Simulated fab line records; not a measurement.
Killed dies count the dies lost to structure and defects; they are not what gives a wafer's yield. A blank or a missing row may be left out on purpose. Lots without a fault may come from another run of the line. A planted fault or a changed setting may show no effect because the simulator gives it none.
The tool behind it: which one? || flow nandHarc || 14 lots, 42 wafers sampled, at 5 steps of a route of 1302

WHAT EACH GAUGE READ, for each wafer
NHARC_P_M0_INSPECT_27. Usual: 277 for rawDefectCount, sd 110.
{"lot": "L253", "measured": "day 6 06:07", "on": "defectInspect-02", "rawDefectCount": "378 190 301", "flag": ""}
{"lot": "L255", "measured": "day 6 20:02", "on": "defectInspect-01", "rawDefectCount": "193 365 252", "flag": ""}
{"lot": "L256", "measured": "day 7 07:52", "on": "defectInspect-01", "rawDefectCount": "267 323 214", "flag": ""}
{"lot": "L257", "measured": "day 7 21:01", "on": "defectInspect-02", "rawDefectCount": "232 251 212", "flag": ""}
{"lot": "L260", "measured": "day 9 06:35", "on": "defectInspect-01", "rawDefectCount": "273 203 334", "flag": ""}
{"lot": "L262", "measured": "day 9 21:00", "on": "defectInspect-02", "rawDefectCount": "210 291 231", "flag": ""}
{"lot": "L268", "measured": "day 12 06:47", "on": "defectInspect-02", "rawDefectCount": "655 441 427", "flag": ""}
{"lot": "L269", "measured": "day 12 18:49", "on": "defectInspect-01", "rawDefectCount": "248 305 190", "flag": ""}
{"lot": "L270", "measured": "day 13 10:19", "on": "defectInspect-01", "rawDefectCount": "164 249 439", "flag": ""}
{"lot": "L271", "measured": "day 13 20:26", "on": "defectInspect-01", "rawDefectCount": "230 239 158", "flag": ""}
{"lot": "L272", "measured": "day 14 01:05", "on": "defectInspect-01", "rawDefectCount": "292 284 240", "flag": ""}
{"lot": "L274", "measured": "day 14 18:02", "on": "defectInspect-02", "rawDefectCount": "340 188 617", "flag": ""}
{"lot": "L276", "measured": "day 15 16:15", "on": "defectInspect-01", "rawDefectCount": "440 431 384", "flag": ""}
{"lot": "L275", "measured": "day 16 17:36", "on": "defectInspect-02", "rawDefectCount": "137 175 191", "flag": ""}

NHARC_P_M1_INSPECT_11. Usual: 4.2 for rawDefectCount, sd 2.4.
{"lot": "L253", "measured": "day 6 07:30", "on": "defectInspect-01", "rawDefectCount": "2 4 2", "flag": ""}
{"lot": "L255", "measured": "day 6 21:38", "on": "defectInspect-01", "rawDefectCount": "2 3 2", "flag": ""}
{"lot": "L256", "measured": "day 7 09:23", "on": "defectInspect-01", "rawDefectCount": "3 5 3", "flag": ""}
{"lot": "L257", "measured": "day 7 22:33", "on": "defectInspect-01", "rawDefectCount": "4 6 6", "flag": ""}
{"lot": "L260", "measured": "day 9 08:07", "on": "defectInspect-01", "rawDefectCount": "5 5 5", "flag": ""}
{"lot": "L262", "measured": "day 9 22:34", "on": "defectInspect-01", "rawDefectCount": "7 5 8", "flag": ""}
{"lot": "L268", "measured": "day 12 08:10", "on": "defectInspect-01", "rawDefectCount": "5 2 3", "flag": ""}
{"lot": "L269", "measured": "day 12 20:20", "on": "defectInspect-02", "rawDefectCount": "7 1 2", "flag": ""}
{"lot": "L270", "measured": "day 13 11:43", "on": "defectInspect-02", "rawDefectCount": "3 3 3", "flag": ""}
{"lot": "L271", "measured": "day 13 21:57", "on": "defectInspect-02", "rawDefectCount": "13 7 8", "flag": ""}
{"lot": "L272", "measured": "day 14 02:35", "on": "defectInspect-01", "rawDefectCount": "4 4 7", "flag": ""}
{"lot": "L274", "measured": "day 14 19:34", "on": "defectInspect-01", "rawDefectCount": "8 5 6", "flag": ""}
{"lot": "L276", "measured": "day 15 17:38", "on": "defectInspect-01", "rawDefectCount": "2 0 3", "flag": ""}
{"lot": "L275", "measured": "day 16 19:19", "on": "defectInspect-02", "rawDefectCount": "8 7 3", "flag": ""}

NHARC_END_SORT_01. Usual: defectLimitedYield 90.8 %, standard deviation 2.2; killedAtArray 58, standard deviation 15; killedAtOther 0.8, standard deviation 1.2; killedAtPeriphery 3.5, standard deviation 2.5; killedDies 62, standard deviation 15; killedOpen 3.2, standard deviation 1.7; killedShort 2.4, standard deviation 1.5.
{"lot": "L253", "measured": "day 24 04:58", "on": "prober-02", "defectLimitedYield (%)": "89.2 89.7 87.9", "killedAtArray": "71 66 82", "killedAtOther": "2 0 0", "killedAtPeriphery": "0 4 0", "killedDies": "73 70 82", "killedOpen": "4 5 5", "killedShort": "2 2 1", "flag": ""}
{"lot": "L255", "measured": "day 24 14:47", "on": "prober-01", "defectLimitedYield (%)": "88.3 90.5 90.1", "killedAtArray": "79 60 66", "killedAtOther": "0 1 0", "killedAtPeriphery": "0 3 1", "killedDies": "79 64 67", "killedOpen": "2 1 1", "killedShort": "2 5 3", "flag": ""}
{"lot": "L256", "measured": "day 25 06:41", "on": "prober-02", "defectLimitedYield (%)": "89.5 89.4 89.4", "killedAtArray": "63 70 71", "killedAtOther": "5 2 0", "killedAtPeriphery": "3 0 1", "killedDies": "71 72 72", "killedOpen": "3 3 2", "killedShort": "6 1 4", "flag": ""}
{"lot": "L257", "measured": "day 25 19:09", "on": "prober-02", "defectLimitedYield (%)": "87.0 88.5 87.3", "killedAtArray": "86 72 80", "killedAtOther": "1 2 2", "killedAtPeriphery": "1 4 4", "killedDies": "88 78 86", "killedOpen": "2 0 3", "killedShort": "0 3 1", "flag": ""}
{"lot": "L260", "measured": "day 27 20:07", "on": "prober-02", "defectLimitedYield (%)": "89.5 89.2 91.0", "killedAtArray": "61 67 53", "killedAtOther": "2 1 1", "killedAtPeriphery": "8 5 7", "killedDies": "71 73 61", "killedOpen": "8 4 2", "killedShort": "3 3 2", "flag": ""}
{"lot": "L262", "measured": "day 27 15:46", "on": "prober-01", "defectLimitedYield (%)": "88.0 91.0 92.2", "killedAtArray": "70 57 48", "killedAtOther": "0 0 0", "killedAtPeriphery": "11 4 5", "killedDies": "81 61 53", "killedOpen": "7 3 5", "killedShort": "4 3 1", "flag": ""}
{"lot": "L268", "measured": "day 30 11:59", "on": "prober-01", "defectLimitedYield (%)": "91.7 90.5 90.8", "killedAtArray": "52 62 57", "killedAtOther": "1 0 2", "killedAtPeriphery": "3 2 3", "killedDies": "56 64 62", "killedOpen": "8 4 7", "killedShort": "1 3 1", "flag": ""}
{"lot": "L269", "measured": "day 31 04:17", "on": "prober-02", "defectLimitedYield (%)": "89.7 88.6 91.4", "killedAtArray": "68 75 55", "killedAtOther": "1 2 1", "killedAtPeriphery": "1 0 2", "killedDies": "70 77 58", "killedOpen": "0 3 3", "killedShort": "1 0 4", "flag": ""}
{"lot": "L270", "measured": "day 31 13:25", "on": "prober-01", "defectLimitedYield (%)": "89.4 90.0 89.8", "killedAtArray": "72 62 65", "killedAtOther": "0 1 0", "killedAtPeriphery": "0 5 4", "killedDies": "72 68 69", "killedOpen": "2 6 3", "killedShort": "1 3 1", "flag": ""}
{"lot": "L271", "measured": "day 32 05:58", "on": "prober-02", "defectLimitedYield (%)": "92.8 91.9 92.0", "killedAtArray": "39 51 49", "killedAtOther": "0 0 0", "killedAtPeriphery": "10 4 5", "killedDies": "49 55 54", "killedOpen": "4 2 3", "killedShort": "1 2 1", "flag": ""}
{"lot": "L272", "measured": "day 31 14:07", "on": "prober-02", "defectLimitedYield (%)": "90.3 90.8 85.8", "killedAtArray": "63 60 91", "killedAtOther": "0 1 0", "killedAtPeriphery": "3 1 5", "killedDies": "66 62 96", "killedOpen": "1 3 3", "killedShort": "1 1 4", "flag": ""}
{"lot": "L274", "measured": "day 33 04:34", "on": "prober-02", "defectLimitedYield (%)": "90.7 90.5 90.3", "killedAtArray": "57 63 61", "killedAtOther": "1 0 0", "killedAtPeriphery": "5 1 5", "killedDies": "63 64 66", "killedOpen": "3 3 3", "killedShort": "5 1 4", "flag": ""}
{"lot": "L276", "measured": "day 33 20:29", "on": "prober-01", "defectLimitedYield (%)": "92.8 91.1 92.3", "killedAtArray": "44 55 49", "killedAtOther": "4 3 1", "killedAtPeriphery": "1 2 2", "killedDies": "49 60 52", "killedOpen": "2 3 2", "killedShort": "5 3 4", "flag": ""}
{"lot": "L275", "measured": "day 35 07:50", "on": "prober-01", "defectLimitedYield (%)": "91.7 91.9 91.4", "killedAtArray": "52 53 56", "killedAtOther": "1 0 0", "killedAtPeriphery": "3 2 2", "killedDies": "56 55 58", "killedOpen": "3 2 1", "killedShort": "3 1 5", "flag": ""}

TOOL THAT RAN EACH LOT (tool first, then ch and the chambers of the sampled wafers, then the start)
{"lot": "L253", "NHARC_P_M0_DEP_32": "pecvd-02 ch 0,1, day 6 06:20", "NHARC_P_M1_DEVELOP_08": "lithoTrack-01 ch 0, day 6 07:00"}
{"lot": "L255", "NHARC_P_M0_DEP_32": "pecvd-03 ch 0,1, day 6 20:23", "NHARC_P_M1_DEVELOP_08": "lithoTrack-04 ch 0, day 6 21:00"}
{"lot": "L256", "NHARC_P_M0_DEP_32": "pecvd-03 ch 0,1,2, day 7 08:06", "NHARC_P_M1_DEVELOP_08": "lithoTrack-01 ch 0, day 7 09:00"}
{"lot": "L257", "NHARC_P_M0_DEP_32": "pecvd-02 ch 0,1, day 7 21:13", "NHARC_P_M1_DEVELOP_08": "lithoTrack-04 ch 0, day 7 22:00"}
{"lot": "L260", "NHARC_P_M0_DEP_32": "pecvd-02 ch 0,1,2, day 9 06:46", "NHARC_P_M1_DEVELOP_08": "lithoTrack-04 ch 0, day 9 07:00"}
{"lot": "L262", "NHARC_P_M0_DEP_32": "pecvd-01 ch 0,2, day 9 21:11", "NHARC_P_M1_DEVELOP_08": "lithoTrack-04 ch 0, day 9 22:00"}
{"lot": "L268", "NHARC_P_M0_DEP_32": "pecvd-03 ch 0,1, day 12 06:56", "NHARC_P_M1_DEVELOP_08": "lithoTrack-01 ch 0, day 12 07:00"}
{"lot": "L269", "NHARC_P_M0_DEP_32": "pecvd-02 ch 0,1,2, day 12 18:58", "NHARC_P_M1_DEVELOP_08": "lithoTrack-01 ch 0, day 12 20:00"}
{"lot": "L270", "NHARC_P_M0_DEP_32": "pecvd-03 ch 0,1, day 13 10:30", "NHARC_P_M1_DEVELOP_08": "lithoTrack-01 ch 0, day 13 11:00"}
{"lot": "L271", "NHARC_P_M0_DEP_32": "pecvd-02 ch 0,2, day 13 20:37", "NHARC_P_M1_DEVELOP_08": "lithoTrack-06 ch 0, day 13 21:00"}
{"lot": "L272", "NHARC_P_M0_DEP_32": "pecvd-03 ch 0,1,2, day 14 01:16", "NHARC_P_M1_DEVELOP_08": "lithoTrack-04 ch 0, day 14 02:00"}
{"lot": "L274", "NHARC_P_M0_DEP_32": "pecvd-02 ch 0,1,2, day 14 18:16", "NHARC_P_M1_DEVELOP_08": "lithoTrack-04 ch 0, day 14 19:00"}
{"lot": "L276", "NHARC_P_M0_DEP_32": "pecvd-03 ch 1,2, day 15 16:29", "NHARC_P_M1_DEVELOP_08": "lithoTrack-04 ch 0, day 15 17:00"}
{"lot": "L275", "NHARC_P_M0_DEP_32": "pecvd-01 ch 0,1,2, day 16 17:56", "NHARC_P_M1_DEVELOP_08": "lithoTrack-01 ch 0, day 16 19:00"}
- NHARC_P_M0_DEP_32: deposits SiCN, target thk 30 nm.
- NHARC_P_M1_DEVELOP_08: develop time 35 s.

AS READ BY THE TOOLS THEMSELVES (means over the sampled wafers that have a number; for cases with no such wafer, the mark the record gives instead)
NHARC_P_M0_DEP_32. Usual: 595 W for heaterPowerW, sd 95.
{"lot": "L253", "tool": "pecvd-02", "heaterPowerW (W)": 631, "flag": ""}
{"lot": "L255", "tool": "pecvd-03", "heaterPowerW (W)": 541, "flag": ""}
{"lot": "L256", "tool": "pecvd-03", "heaterPowerW (W)": 610, "flag": ""}
{"lot": "L257", "tool": "pecvd-02", "heaterPowerW (W)": 706, "flag": ""}
{"lot": "L260", "tool": "pecvd-02", "heaterPowerW (W)": 571, "flag": ""}
{"lot": "L262", "tool": "pecvd-01", "heaterPowerW (W)": 548, "flag": ""}
{"lot": "L268", "tool": "pecvd-03", "heaterPowerW (W)": 515, "flag": ""}
{"lot": "L269", "tool": "pecvd-02", "heaterPowerW (W)": 610, "flag": ""}
{"lot": "L270", "tool": "pecvd-03", "heaterPowerW (W)": 566, "flag": ""}
{"lot": "L271", "tool": "pecvd-02", "heaterPowerW (W)": 531, "flag": ""}
{"lot": "L272", "tool": "pecvd-03", "heaterPowerW (W)": 650, "flag": ""}
{"lot": "L274", "tool": "pecvd-02", "heaterPowerW (W)": 599, "flag": ""}
{"lot": "L276", "tool": "pecvd-03", "heaterPowerW (W)": 683, "flag": ""}
{"lot": "L275", "tool": "pecvd-01", "heaterPowerW (W)": 525, "flag": ""}

NHARC_P_M1_DEVELOP_08. Usual: 23.01 C for developerTempC, sd 0.11.
{"lot": "L253", "tool": "lithoTrack-01", "developerTempC (C)": 23.05, "flag": ""}
{"lot": "L255", "tool": "lithoTrack-04", "developerTempC (C)": 23.02, "flag": ""}
{"lot": "L256", "tool": "lithoTrack-01", "developerTempC (C)": 23.10, "flag": ""}
{"lot": "L257", "tool": "lithoTrack-04", "developerTempC (C)": 22.82, "flag": ""}
{"lot": "L260", "tool": "lithoTrack-04", "developerTempC (C)": 23.96, "flag": "OFF"}
{"lot": "L262", "tool": "lithoTrack-04", "developerTempC (C)": 23.86, "flag": "OFF"}
{"lot": "L268", "tool": "lithoTrack-01", "developerTempC (C)": 22.87, "flag": ""}
{"lot": "L269", "tool": "lithoTrack-01", "developerTempC (C)": 22.94, "flag": ""}
{"lot": "L270", "tool": "lithoTrack-01", "developerTempC (C)": 22.97, "flag": ""}
{"lot": "L271", "tool": "lithoTrack-06", "developerTempC (C)": 22.99, "flag": ""}
{"lot": "L272", "tool": "lithoTrack-04", "developerTempC (C)": 22.94, "flag": ""}
{"lot": "L274", "tool": "lithoTrack-04", "developerTempC (C)": 22.99, "flag": ""}
{"lot": "L276", "tool": "lithoTrack-04", "developerTempC (C)": 22.95, "flag": ""}
{"lot": "L275", "tool": "lithoTrack-01", "developerTempC (C)": 23.13, "flag": ""}

THE ANSWER, worked out from the rows above alone
Rule: lot off if the mean of its wafers having a number is beyond 3 standard deviations from the usual mean. Also off: a lot with no number at a reading for which 4 or more lots have one. The other lots that the step has rows for count as sound. The gauges are gone through in route order, then the tools' own readings, and for those a lot's mean is taken as printed above. The first step at which some lot is off is used, and at that step the reading that is off furthest; a lot without a number counts as furthest.
Off: L260, L262 (NHARC_P_M1_DEVELOP_08, developerTempC).
A tool fits if, at that step or a process step before it, it ran every lot that is off, and no sound lot after the first of them. None of those tried fits.

WHAT THE SIMULATOR PUT IN
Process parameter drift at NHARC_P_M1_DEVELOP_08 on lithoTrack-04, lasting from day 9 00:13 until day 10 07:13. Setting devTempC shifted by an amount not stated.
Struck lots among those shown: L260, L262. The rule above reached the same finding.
